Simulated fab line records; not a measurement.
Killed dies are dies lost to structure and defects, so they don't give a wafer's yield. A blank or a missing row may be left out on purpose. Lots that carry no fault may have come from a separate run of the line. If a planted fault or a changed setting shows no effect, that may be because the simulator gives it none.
fab line records	flow n5_finfet
record lots=8	wafers=24	last_day=18
route steps=1938 shown BEOL_M12@1615 PASSIVATION@1936
lots untouched by any fault: they come from a run of this same line in which no faults occurred
start_h: hours from the record's first day to the start of the lot's first wafer shown	wait_h: how many hours have passed since the lot's step before this one	" repeats the value in the row above	L1.1+2: a row that stands for several wafers	- either no value or no given start	* or withheld: withheld	< > ~ a bound
route shown NAME@n: NAME is a module with steps in the file, n the number in the route of the first one	usual: mean and standard deviation over wafers with no fault	same: alike in all rows	chamber/n: place in a boat	sites: per-site readings	_std_site: standard deviation of those values	_edge_site: outer sites' mean less inner sites'	radius_mm: how far each site lies from the wafer's centre	mask NAME#n: copy n	behind: the tool/chamber that last shaped the wafer	hold: the reason the lot was held/the length of the hold in hours/how it ended	device: whichever transistor did not switch (one of n, p or np)	end of line: the route-end tests of the same wafers	where a step has no rows: the recipe by itself	killed: dies that structure and defects cost at the first sort, which is not the same as the wafer's yield	map: dies across one wafer; x = killed, . = not, _ = none there
set.NAME: the run value of the setting; set.NAME@STEP: its run value at that earlier step	model.NAME: the simulator's own value behind a step, which no gauge read
the route's steps for a sample of lots (tables are steps, rows are wafers)
services: a tool's chamber out of use, with start hour (start_h, from the record's first day; less than 0 if before it), hours out, and reason
## steps
# step N5_BEOL_M12_DESCUM_15
# recipe chemistry=O2	time_s=7.9	source_power_w=50	bias_power_w=20	pressure_mtorr=20	rf_frequency_hz=2.712e+07	temp_c=40	o2_flow_sccm=225
# usual chamber_pressure_mTorr=20.001/0.018	drypump_motor_current_A=5.6/0.42	oes_product_au=0.81/0.073	rf_vpp_V=242.9/1.4	showerhead_plenum_p_Torr=2.08/0.075	throttle_valve_pct=20.30/0.21
lot.wafer	tool	chamber	start_h	wait_h	chamber_pressure_mTorr	drypump_motor_current_A	oes_product_au	rf_hours_counter_h	rf_vpp_V	showerhead_plenum_p_Torr	throttle_valve_pct
L148.1	rie_diel-06	2	227.92	0.0	20.029	5.8	0.82	81	243.8	2.09	20.12
L148.3	"	3	"	"	20.034	5.1	0.88	65	243.0	2.05	20.51
L148.4	"	0	"	"	19.943	5.2	0.70	222	243.3	2.13	20.05
L156.1	rie_diel-06	3	297.96	0.1	19.987	5.1	0.84	88	241.3	2.04	20.53
L156.3	"	2	"	"	19.992	5.8	0.80	102	242.7	2.09	20.17
L156.4	"	0	"	"	19.996	5.2	0.69	245	243.4	2.12	20.06
L164.2	rie_diel-06	1	332.96	0.0	19.996	6.3	0.81	77	245.5	2.22	20.45
L164.3	"	2	"	"	19.998	5.8	0.79	118	244.1	2.08	20.17
L164.5	"	2	"	"	19.998	5.8	0.79	-	244.2	2.08	20.17
L166.2	rie_diel-04	1	351.75	0.0	19.990	5.8	0.86	47	243.4	2.13	20.40
L166.3	"	0	"	"	19.953	6.0	0.75	179	240.9	1.98	20.19
L166.5	"	1	"	"	20.012	5.9	0.86	-	243.1	2.13	20.41
L167.2	rie_diel-04	1	358.59	0.0	20.032	5.9	0.85	50	244.4	2.13	20.42
L167.5	"	1	"	"	19.999	5.9	0.84	-	244.5	2.13	20.42
L167.6	"	3	"	"	20.007	5.2	0.76	-	241.8	2.00	20.57
L168.2	rie_diel-04	0	364.18	0.0	20.001	6.0	0.73	186	241.7	1.98	20.18
L168.4	"	1	"	"	19.997	5.8	0.84	-	244.2	2.13	20.42
L168.5	"	0	"	"	19.987	5.9	0.74	-	241.1	1.98	20.18
L169.1	rie_diel-04	2	376.80	0.2	19.991	6.0	0.95	4	241.8	2.07	20.12
L169.2	"	1	"	"	19.997	5.8	0.82	59	244.3	2.12	20.42
L169.3	"	0	"	"	20.006	5.9	0.72	192	240.1	1.98	20.21
L170.3	rie_diel-04	3	379.21	0.1	19.984	5.2	0.76	159	241.0	2.00	20.58
L170.5	"	2	"	"	20.022	6.0	0.96	-	241.1	2.07	20.13
L170.6	"	3	"	"	19.987	5.2	0.76	-	241.1	2.00	20.59
# step N5_BEOL_M12_ETCH_59
# recipe chemistry=N2/H2	target=BARC	target_depth_a=890	overetch_a=267	time_s=67.9	ion_energy_ev=200	pressure_mtorr=30	source_w=840	bias_w=150	n2_flow_sccm=200	h2_flow_sccm=200
# usual chamber_pressure_mTorr=30.00/0.033	drypump_motor_current_A=5.7/0.43	oes_product_au=0.69/0.059	rf_vpp_V=523.6/2.5	showerhead_plenum_p_Torr=2.53/0.088	throttle_valve_pct=17.81/0.14
lot.wafer	tool	chamber	start_h	wait_h	chamber_pressure_mTorr	drypump_motor_current_A	oes_product_au	rf_hours_counter_h	rf_vpp_V	showerhead_plenum_p_Torr	throttle_valve_pct
L148.1	rie_diel-06	2	227.96	0.0	30.04	5.8	0.70	81	524.1	2.57	17.74
L148.3	"	3	"	"	30.01	5.0	0.72	65	522.4	2.47	17.89
L148.4	"	0	"	"	29.99	5.2	0.60	222	525.6	2.61	17.63
L156.1	rie_diel-06	3	298.00	0.0	30.00	5.0	0.69	88	520.7	2.47	17.92
L156.3	"	2	"	"	29.98	5.8	0.69	102	524.0	2.56	17.76
L156.4	"	0	"	"	29.94	5.2	0.60	245	525.4	2.60	17.68
L164.2	rie_diel-06	1	332.99	0.0	29.99	6.4	0.70	77	528.1	2.69	17.80
L164.3	"	2	"	"	29.94	5.8	0.67	118	523.7	2.56	17.78
L164.5	"	2	"	"	29.97	5.8	0.67	-	524.7	2.56	17.79
L166.2	rie_diel-04	1	351.78	0.0	29.99	5.8	0.72	47	525.3	2.60	17.95
L166.3	"	0	"	"	30.00	6.0	0.63	179	522.1	2.43	17.75
L166.5	"	1	"	"	30.02	5.8	0.72	-	523.8	2.60	17.96
L167.2	rie_diel-04	1	358.62	0.0	30.02	5.9	0.71	50	523.8	2.60	18.00
L167.5	"	1	"	"	30.03	5.8	0.70	-	526.1	2.60	17.97
L167.6	"	3	"	"	29.99	5.2	0.67	-	520.3	2.44	17.99
L168.2	rie_diel-04	0	364.22	0.0	29.96	6.0	0.63	186	520.4	2.43	17.74
L168.4	"	1	"	"	30.00	5.8	0.70	-	524.8	2.60	17.99
L168.5	"	0	"	"	29.92	6.0	0.63	-	520.8	2.43	17.78
L169.1	rie_diel-04	2	376.83	0.0	30.06	6.0	0.82	4	524.2	2.50	17.44
L169.2	"	1	"	"	30.01	5.9	0.70	59	523.8	2.60	17.99
L169.3	"	0	"	"	30.03	5.9	0.63	192	520.2	2.43	17.77
L170.3	rie_diel-04	3	379.25	0.0	30.05	5.2	0.66	159	522.3	2.43	18.01
L170.5	"	2	"	"	29.99	6.0	0.81	-	522.2	2.50	17.45
L170.6	"	3	"	"	29.98	5.2	0.66	-	520.8	2.43	18.00
# step N5_BEOL_M12_VIA_ETCH_16
# recipe chemistry=C4F8/O2/Ar	target=SiOC	pressure_mtorr=30	source_w=3000	bias_w=700	Ar_flow_sccm=400	C4F8_flow_sccm=15	O2_flow_sccm=8	he_inner_torr=15	he_outer_torr=30	target_depth_a=7248	time_s=withheld	ion_energy_ev=250	ends=cleared
# usual chamber_pressure_mTorr=30.001/0.028	drypump_motor_current_A=5.7/0.43	he_outer_torr=30.00/0.064	oes_product_au=0.74/0.066	rf_vpp_V=665/3.2	showerhead_plenum_p_Torr=3.39/0.1	throttle_valve_pct=24.08/0.21
lot.wafer	tool	chamber	start_h	wait_h	chamber_pressure_mTorr	drypump_motor_current_A	he_outer_torr	oes_product_au	rf_vpp_V	showerhead_plenum_p_Torr	throttle_valve_pct
L148.1	rie_diel-06	2	228.01	0.0	30.034	5.8	30.00	0.75	666	3.45	24.06
L148.3	"	3	"	"	29.979	5.0	29.99	0.78	664	3.32	24.16
L148.4	"	0	"	"	30.000	5.2	30.10	0.63	670	3.53	24.00
L156.1	rie_diel-06	3	298.05	0.0	30.004	5.1	29.96	0.75	663	3.31	24.21
L156.3	"	2	"	"	29.997	5.8	30.02	0.73	665	3.44	24.09
L156.4	"	0	"	"	30.028	5.2	29.98	0.62	669	3.51	24.01
L164.2	rie_diel-06	1	333.05	0.0	29.962	6.4	29.99	0.72	670	3.56	23.97
L164.3	"	2	"	"	29.954	5.8	30.06	0.71	667	3.43	24.10
L164.5	"	2	"	"	30.044	5.8	30.00	0.71	667	3.43	24.10
L166.2	rie_diel-04	1	351.83	0.0	30.015	5.8	30.04	0.78	666	3.49	24.29
L166.3	"	0	"	"	30.000	5.9	30.02	0.67	662	3.29	24.14
L166.5	"	1	"	"	29.987	5.9	30.00	0.77	667	3.49	24.29
L167.2	rie_diel-04	1	358.67	0.0	29.948	5.9	29.91	0.77	666	3.49	24.28
L167.5	"	1	"	"	29.994	5.9	29.93	0.78	668	3.49	24.29
L167.6	"	3	"	"	30.008	5.2	30.08	0.70	662	3.30	24.42
L168.2	rie_diel-04	0	364.27	0.0	29.990	6.0	30.05	0.66	661	3.29	24.15
L168.4	"	1	"	"	30.009	5.9	29.99	0.77	667	3.48	24.27
L168.5	"	0	"	"	30.022	6.0	30.03	0.66	660	3.29	24.16
L169.1	rie_diel-04	2	376.88	0.0	30.021	6.0	29.88	0.86	664	3.34	23.66
L169.2	"	1	"	"	30.079	5.9	30.01	0.76	667	3.48	24.29
L169.3	"	0	"	"	30.006	6.0	29.96	0.65	661	3.29	24.14
L170.3	rie_diel-04	3	379.30	0.0	29.978	5.1	30.04	0.69	661	3.29	24.43
L170.5	"	2	"	"	29.973	6.0	30.05	0.85	663	3.34	23.64
L170.6	"	3	"	"	30.041	5.1	29.94	0.69	662	3.29	24.42
# step N5_BEOL_M12_STRIP_63
# recipe chemistry=N2/H2	power_w=1000	temp_c=250	h2_frac=0.65	overash_fraction=0.3	pressure_mtorr=1000	n2_flow_sccm=1750	h2_flow_sccm=3250
# usual chamber_pressure_mTorr=1000.0/0.8	drypump_motor_current_A=5.5/0.34	heater_power_w=340/40	oes_product_au=0.692/0.0042	strip_time_to_endpoint_s=42.4/0.99
lot.wafer	tool	chamber	start_h	wait_h	chamber_pressure_mTorr	drypump_motor_current_A	heater_power_w	oes_product_au	rf_hours_counter_h	strip_time_to_endpoint_s
L148.1	plasma_asher-02	0	228.21	-	1000.5	5.8	313	0.694	117	42.0
L148.3	"	0	"	"	998.6	5.8	297	0.696	-	43.5
L148.4	"	1	"	"	999.0	4.9	293	0.698	-	42.6
L156.1	plasma_asher-02	1	298.25	-	1000.4	4.9	290	0.696	129	44.4
L156.3	"	0	"	"	1000.2	5.8	299	0.696	-	42.5
L156.4	"	1	"	"	999.6	4.9	298	0.691	-	43.0
L164.2	plasma_asher-01	1	333.25	-	1000.4	5.4	365	0.697	89	42.5
L164.3	"	1	"	"	999.5	5.4	370	0.694	-	40.9
L164.5	"	1	"	"	1000.2	5.4	363	0.674	-	33.4
L166.2	plasma_asher-01	1	352.03	-	1001.3	5.4	358	0.692	96	42.2
L166.3	"	0	"	"	999.6	5.7	399	0.700	-	43.1
L166.5	"	0	"	"	999.9	5.6	396	0.691	-	41.6
L167.2	plasma_asher-01	1	358.87	-	1000.2	5.4	363	0.699	98	42.9
L167.5	"	0	"	"	999.9	5.7	385	0.692	-	41.2
L167.6	"	1	"	"	1001.1	5.4	357	0.693	-	43.0
L168.2	plasma_asher-01	0	366.67	-	1000.8	5.7	392	0.699	100	43.2
L168.4	"	1	"	"	999.2	5.5	360	0.683	-	42.0
L168.5	"	1	"	"	998.9	5.5	362	0.692	-	43.2
L169.1	plasma_asher-02	0	377.08	-	1001.1	5.8	306	0.696	138	44.0
L169.2	"	1	"	"	1000.3	4.9	287	0.697	138	43.3
L169.3	"	1	"	"	1000.9	4.9	294	0.687	-	44.3
L170.3	plasma_asher-02	0	379.52	-	998.9	5.8	303	0.695	-	43.1
L170.5	"	1	"	"	999.9	4.9	300	0.686	-	41.6
L170.6	"	0	"	"	1000.7	5.8	304	0.694	-	41.9
# step N5_BEOL_M12_STRIP_64
# recipe chemistry=N2/H2	power_w=1000	temp_c=250	h2_frac=0.65	overash_fraction=0.3	pressure_mtorr=withheld	n2_flow_sccm=1750	h2_flow_sccm=3250
# usual drypump_motor_current_A=5.5/0.33	heater_power_w=340/40	oes_product_au=0.715/0.005	strip_time_to_endpoint_s=31.35/0.096
lot.wafer	tool	chamber	start_h	wait_h	drypump_motor_current_A	heater_power_w	oes_product_au	rf_hours_counter_h	strip_time_to_endpoint_s
L148.1	plasma_asher-02	0	228.27	0.0	5.8	299	0.717	117	31.19
L148.3	"	0	"	"	5.8	296	0.719	-	31.21
L148.4	"	1	"	"	4.9	303	0.706	-	31.12
L156.1	plasma_asher-02	1	298.31	0.0	4.9	290	0.710	129	31.50
L156.3	"	0	"	"	5.8	310	0.709	-	31.48
L156.4	"	1	"	"	4.9	297	0.718	-	31.53
L164.2	plasma_asher-01	1	333.31	0.0	5.4	350	0.716	89	31.22
L164.3	"	1	"	"	5.4	361	0.719	-	31.33
L164.5	"	1	"	"	5.4	355	0.722	-	31.24
L166.2	plasma_asher-01	1	352.09	0.0	5.4	368	0.720	96	31.29
L166.3	"	0	"	"	5.6	385	0.718	-	31.29
L166.5	"	0	"	"	5.6	385	0.719	-	31.31
L167.2	plasma_asher-01	1	358.93	0.0	5.4	361	0.717	98	31.37
L167.5	"	0	"	"	5.7	387	0.712	-	31.34
L167.6	"	1	"	"	5.5	360	0.720	-	31.36
L168.2	plasma_asher-01	0	366.73	0.0	5.6	395	0.708	100	31.42
L168.4	"	1	"	"	5.4	365	0.721	-	31.25
L168.5	"	1	"	"	5.4	361	0.714	-	31.35
L169.1	plasma_asher-02	0	377.14	0.0	5.8	301	0.712	138	31.47
L169.2	"	1	"	"	4.9	292	0.705	138	31.46
L169.3	"	1	"	"	4.9	296	0.710	-	31.45
L170.3	plasma_asher-02	0	379.58	0.0	5.8	308	0.707	-	31.32
L170.5	"	1	"	"	4.9	291	0.709	-	31.41
L170.6	"	0	"	"	5.8	304	0.714	-	31.37
# step N5_PASSIVATION_PROBE_49
# usual defect_limited_yield=91.1/1.4	killed_at_M0_to_M3=34/9.7	killed_at_M4_up=13/5.1	killed_at_contacts=14/6.3	killed_at_front_end=40/11	killed_at_other=3.5/2.7	killed_dies=105/16	killed_open=70/12	killed_short=34/7.8	sort_bin_4_leakage=0.02/0.13	sort_bin_5_function=5.2/0.88	sort_bin_6_memory=3.3/0.7	sort_n_pass=1074/17	sort_yield_pct=91.0/1.5
# same gross_dies=1180	killed_at_back_side=0	sort_bin_8_speed[%]=0
lot.wafer	tool	chamber	start_h	wait_h	defect_limited_yield[%]	killed_at_M0_to_M3	killed_at_M4_up	killed_at_contacts	killed_at_front_end	killed_at_other	killed_dies	killed_open	killed_short	sort_bin_4_leakage[%]	sort_bin_5_function[%]	sort_bin_6_memory[%]	sort_n_pass	sort_yield_pct[%]
L148.1	prober-01	-	271.66	0.0	93.2	31	10	9	28	2	80	61	18	0	3.7	3.0	1100	93.2
L148.3	prober-01	-	271.76	0.1	90.2	55	8	15	34	4	116	76	39	0	5.9	3.3	1064	90.2
L148.4	prober-01	-	271.81	0.2	93.0	27	19	8	23	6	83	61	21	0.08	4.1	2.9	1096	92.9
L156.1	prober-02	-	339.04	0.0	93.5	21	11	4	41	0	77	48	29	0	3.7	2.5	1103	93.5
L156.3	prober-02	-	339.14	0.1	93.1	22	9	4	42	4	81	48	33	0	4.1	2.5	1099	93.1
L156.4	prober-02	-	339.19	0.2	90.8	35	15	15	37	6	108	64	35	0	5.2	2.9	1072	90.8
L164.2	prober-01	-	371.55	0.1	90.8	34	16	6	50	2	108	71	37	0	5.6	3.4	1072	90.8
L164.3	prober-01	-	371.60	0.1	93.0	29	9	7	37	1	83	63	20	0	4.4	2.3	1097	93.0
L164.5	prober-01	-	371.70	0.2	92.1	21	13	12	43	4	93	60	33	0	4.5	3.1	1087	92.1
L166.2	prober-01	-	388.04	0.1	92.4	30	14	17	26	3	90	62	28	0	4.7	2.8	1090	92.4
L166.3	prober-01	-	388.09	0.1	92.5	19	7	20	37	5	88	55	29	0	3.7	3.3	1092	92.5
L166.5	prober-01	-	388.19	0.2	90.4	37	8	14	47	7	113	56	57	0	5.5	3.4	1067	90.4
L167.2	prober-01	-	398.84	0.1	91.2	39	6	14	43	2	104	75	29	0	5.8	2.8	1076	91.2
L167.5	prober-01	-	398.99	0.2	93.1	38	8	13	15	8	82	50	27	0	4.2	2.5	1098	93.1
L167.6	prober-01	-	399.04	0.3	91.4	38	12	16	22	14	102	62	38	0	5.2	3.0	1078	91.4
L168.2	prober-01	-	403.13	0.1	88.7	40	16	6	68	3	133	89	44	0	6.2	4.4	1047	88.7
L168.4	prober-01	-	403.23	0.2	92.5	24	16	3	45	0	88	51	37	0	4.5	2.5	1092	92.5
L168.5	prober-01	-	403.28	0.2	93.1	23	14	4	39	1	81	49	31	0	3.7	2.8	1099	93.1
L169.1	prober-01	-	407.51	0.0	91.2	31	10	10	52	1	104	73	29	0	5.3	3.1	1076	91.2
L169.2	prober-01	-	407.56	0.1	92.4	30	12	7	39	2	90	62	28	0	4.9	2.6	1090	92.4
L169.3	prober-01	-	407.61	0.1	92.3	31	8	9	40	3	91	58	33	0	4.7	2.5	1089	92.3
L170.3	prober-01	-	423.82	0.1	91.2	25	15	10	49	5	104	70	34	0	5.6	3.1	1076	91.2
L170.5	prober-01	-	423.92	0.2	88.7	32	28	8	62	3	133	90	43	0	7.5	3.6	1047	88.7
L170.6	prober-01	-	423.97	0.3	87.8	40	18	21	63	2	144	107	37	0	7.5	4.5	1036	87.8
# killed by level:class
L148.1 STI_FIN_REVEAL:geometric_particle:open=13 BEOL_M1:geometric_particle:open=9 MOL_CONTACT_COAG:geometric_particle:open=8 BEOL_M0_SAQP:geometric_particle:open=7 BEOL_M0:geometric_particle:open=6 GATE_CUT:geometric_particle:short=3 BEOL_M4:geometric_particle:open=3 FIN_SAQP:geometric_particle:open=2
L148.3 BEOL_M3:geometric_particle:open=15 MOL_CONTACT_COAG:geometric_particle:open=10 BEOL_M0_SAQP:geometric_particle:short=9 STI_FIN_REVEAL:geometric_particle:open=8 BEOL_M0_SAQP:geometric_particle:open=8 BEOL_M1:geometric_particle:open=8 BEOL_M1:geometric_particle:short=6 MOL_CONTACT_COAG:geometric_particle:short=5
L148.4 STI_FIN_REVEAL:geometric_particle:open=8 BEOL_M0_SAQP:geometric_particle:open=8 BEOL_M1:geometric_particle:open=8 BEOL_M4:geometric_particle:open=7 BEOL_M0_SAQP:geometric_particle:short=6 FIN_SAQP:geometric_particle:open=4 MOL_CONTACT_COAG:geometric_particle:short=4 MOL_CONTACT_COAG:geometric_particle:open=4
L156.1 STI_FIN_REVEAL:geometric_particle:open=13 FIN_SAQP:geometric_particle:short=8 BEOL_M0_SAQP:geometric_particle:short=6 BEOL_M0_SAQP:geometric_particle:open=5 BEOL_M4:geometric_particle:open=5 FIN_SAQP:geometric_particle:open=4 BEOL_M1:geometric_particle:open=4 STARTING-WAFER:geometric_particle:short=3
L156.3 BEOL_M0_SAQP:geometric_particle:open=8 FIN_SAQP:geometric_particle:open=6 FIN_SAQP:geometric_particle:short=6 STI_FIN_REVEAL:geometric_particle:open=6 ILD0:geometric_particle:open=6 BEOL_M0_SAQP:geometric_particle:short=6 MOL_CONTACT_COAG:geometric_particle:open=4 BEOL_M4:geometric_particle:open=4
L156.4 MOL_CONTACT_COAG:geometric_particle:open=13 BEOL_M0_SAQP:geometric_particle:short=10 BEOL_M0_SAQP:geometric_particle:open=9 HKMG_FIN:area_etch=9 STI_FIN_REVEAL:geometric_particle:open=6 BEOL_M2:geometric_particle:open=6 FIN_SAQP:geometric_particle:open=4 BEOL_M3:geometric_particle:open=4
L164.2 FIN_SAQP:geometric_particle:open=9 BEOL_M0_SAQP:geometric_particle:open=9 BEOL_M0_SAQP:geometric_particle:short=9 DUMMY_GATE:geometric_particle:open=7 STI_FIN_REVEAL:geometric_particle:open=6 MOL_CONTACT_COAG:geometric_particle:open=6 BEOL_M3:geometric_particle:open=6 FIN_SAQP:geometric_particle:short=5
L164.3 BEOL_M3:geometric_particle:open=10 FIN_SAQP:geometric_particle:open=8 DUMMY_GATE:geometric_particle:open=8 BEOL_M0_SAQP:geometric_particle:open=7 MOL_CONTACT_COAG:geometric_particle:open=7 STI_FIN_REVEAL:geometric_particle:open=5 BEOL_M0:geometric_particle:open=4 BEOL_M0_SAQP:geometric_particle:short=3
L164.5 STI_FIN_REVEAL:geometric_particle:open=14 MOL_CONTACT_COAG:geometric_particle:open=8 FIN_SAQP:geometric_particle:open=6 STARTING-WAFER:geometric_particle:short=5 FIN_SAQP:geometric_particle:short=4 DUMMY_GATE:geometric_particle:open=4 MOL_CONTACT_COAG:geometric_particle:short=4 BEOL_M1:geometric_particle:short=4
L166.2 MOL_CONTACT_COAG:geometric_particle:open=13 STI_FIN_REVEAL:geometric_particle:open=8 FIN_SAQP:geometric_particle:short=7 BEOL_M1:geometric_particle:open=7 FIN_SAQP:geometric_particle:open=4 MOL_CONTACT_COAG:geometric_particle:short=4 BEOL_M0_SAQP:geometric_particle:short=4 BEOL_M3:geometric_particle:open=4
L166.3 MOL_CONTACT_COAG:geometric_particle:open=17 FIN_SAQP:geometric_particle:short=9 STI_FIN_REVEAL:geometric_particle:open=7 BEOL_M0_SAQP:geometric_particle:short=6 DUMMY_GATE:geometric_particle:open=4 BEOL_M0:geometric_particle:open=4 MOL_CONTACT_COAG:geometric_particle:short=3 FIN_SAQP:geometric_particle:open=2
L166.5 BEOL_M0_SAQP:geometric_particle:short=13 FIN_SAQP:geometric_particle:short=12 STI_FIN_REVEAL:geometric_particle:open=11 BEOL_M0_SAQP:geometric_particle:open=8 MOL_CONTACT_COAG:geometric_particle:short=7 MOL_CONTACT_COAG:geometric_particle:open=7 FIN_SAQP:geometric_particle:open=5 GATE_CUT:geometric_particle:short=5
L167.2 STI_FIN_REVEAL:geometric_particle:open=22 MOL_CONTACT_COAG:geometric_particle:open=12 BEOL_M3:geometric_particle:open=10 BEOL_M0_SAQP:geometric_particle:open=8 BEOL_M0_SAQP:geometric_particle:short=8 STI_FIN_REVEAL:geometric_particle:short=7 BEOL_M2:geometric_particle:open=5 FIN_SAQP:geometric_particle:short=3
L167.5 BEOL_M0_SAQP:geometric_particle:short=12 MOL_CONTACT_COAG:geometric_particle:open=11 BEOL_M3:geometric_particle:open=9 BEOL_M0_SAQP:geometric_particle:open=8 MIM_TOP_ETCH:geometric_particle:short=4 ILD0:geometric_particle:short=3 BEOL_M1:geometric_particle:open=3 BEOL_M2:geometric_particle:open=3
L167.6 MOL_CONTACT_COAG:geometric_particle:open=13 BEOL_M1:geometric_particle:open=10 BEOL_M3:geometric_particle:open=6 GATE_CUT:geometric_particle:short=6 BEOL_M0_SAQP:geometric_particle:short=5 MIM_TOP_ETCH:geometric_particle:short=5 BEOL_M2:geometric_particle:open=5 BEOL_M0_SAQP:geometric_particle:open=4
L168.2 FIN_SAQP:geometric_particle:short=19 FIN_SAQP:geometric_particle:open=19 BEOL_M2:geometric_particle:open=15 BEOL_M1:geometric_particle:open=14 STI_FIN_REVEAL:geometric_particle:open=8 MOL_CONTACT_COAG:geometric_particle:open=6 GATE_CUT:geometric_particle:short=6 BEOL_M3:geometric_particle:open=4
L168.4 FIN_SAQP:geometric_particle:open=10 FIN_SAQP:geometric_particle:short=7 BEOL_M0_SAQP:geometric_particle:open=6 BEOL_M1:geometric_particle:open=6 STI_FIN_REVEAL:geometric_particle:open=5 GATE_CUT:geometric_particle:short=5 BEOL_M4:geometric_particle:short=5 STARTING-WAFER:geometric_particle:short=5
L168.5 FIN_SAQP:geometric_particle:open=13 FIN_SAQP:geometric_particle:short=9 BEOL_M1:geometric_particle:open=8 BEOL_M4:geometric_particle:short=7 BEOL_M0_SAQP:geometric_particle:open=5 BEOL_M2:geometric_particle:open=5 STI_FIN_REVEAL:geometric_particle:open=4 DUMMY_GATE:geometric_particle:short=3
L169.1 FIN_SAQP:geometric_particle:open=14 FIN_SAQP:geometric_particle:short=10 BEOL_M0_SAQP:geometric_particle:open=10 MOL_CONTACT_COAG:geometric_particle:open=9 STI_FIN_REVEAL:geometric_particle:open=6 BEOL_M3:geometric_particle:open=6 BEOL_M0_SAQP:geometric_particle:short=4 BEOL_M2:geometric_particle:open=4
L169.2 FIN_SAQP:geometric_particle:open=10 BEOL_M0_SAQP:geometric_particle:open=9 BEOL_M4:geometric_particle:open=7 FIN_SAQP:geometric_particle:short=5 MOL_CONTACT_COAG:geometric_particle:open=5 BEOL_M1:geometric_particle:open=5 BEOL_M2:geometric_particle:open=5 STI_FIN_REVEAL:geometric_particle:open=4
L169.3 FIN_SAQP:geometric_particle:short=17 FIN_SAQP:geometric_particle:open=9 BEOL_M3:geometric_particle:open=9 MOL_CONTACT_COAG:geometric_particle:open=7 BEOL_M0_SAQP:geometric_particle:open=6 BEOL_M1:geometric_particle:open=6 DUMMY_GATE:geometric_particle:open=5 GATE_CUT:geometric_particle:short=4
L170.3 STI_FIN_REVEAL:geometric_particle:open=22 BEOL_M0_SAQP:geometric_particle:open=10 MOL_CONTACT_COAG:geometric_particle:open=9 BEOL_M4:geometric_particle:short=7 STI_FIN_REVEAL:geometric_particle:short=6 BEOL_M0_SAQP:geometric_particle:short=5 FIN_SAQP:geometric_particle:open=4 FIN_SAQP:geometric_particle:short=4
L170.5 STI_FIN_REVEAL:geometric_particle:open=18 FIN_SAQP:geometric_particle:open=12 BEOL_M5:geometric_particle:open=10 GATE_CUT:geometric_particle:short=9 FIN_SAQP:geometric_particle:short=8 MOL_CONTACT_COAG:geometric_particle:open=7 BEOL_M1:geometric_particle:open=6 BEOL_M1:geometric_particle:short=6
L170.6 STI_FIN_REVEAL:geometric_particle:open=30 MOL_CONTACT_COAG:geometric_particle:open=20 BEOL_M0_SAQP:geometric_particle:open=12 FIN_SAQP:geometric_particle:open=10 BEOL_M0_SAQP:geometric_particle:short=8 BEOL_M2:geometric_particle:open=8 STI_FIN_REVEAL:geometric_particle:short=7 BEOL_M4:geometric_particle:open=7
## services
tool	chamber	start_h	hours	kind
rie_diel-06	-	221.57	2.8	pm
rie_diel-06	-	256.88	0.1	repair
plasma_asher-01	-	265.50	0.7	repair
rie_diel-06	0	311.12	-	clean
rie_diel-06	0	311.12	-	consumable_replace:esc
rie_diel-06	0	311.12	-	consumable_replace:focus_ring
rie_diel-06	0	311.12	22.7	scheduled_down
rie_diel-06	0	311.12	22.7	vent_cycle
plasma_asher-02	-	329.10	4.9	repair
plasma_asher-02	-	338.17	2.8	pm
rie_diel-04	2	353.14	-	clean
rie_diel-04	2	353.14	-	consumable_replace:focus_ring
## key
first_sign step=N5_BEOL_M12_STRIP_63	reading=strip_time_to_endpoint_s	direction=down	sigmas=9.1	usual=*	struck=*
effect step=N5_BEOL_M12_STRIP_63	reading=oes_product_au	direction=down	sigmas=4.4	usual=0.692	struck=0.674
met_at N5_BEOL_M12_ETCH_59
struck_lots L164
struck_wafers L164.5
not_acting_at N5_BEOL_M12_DESCUM_15,N5_BEOL_M12_VIA_ETCH_16,N5_BEOL_M12_STRIP_64
onset_between 298.00 332.99
fault kind=process_parameter_drift	tool=rie_diel-06	chamber=-	onset_h=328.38	steps=N5_BEOL_M12_ETCH_59	channel=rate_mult	offset=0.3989	shape=step	end_h=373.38	scope=struck_wafers_only
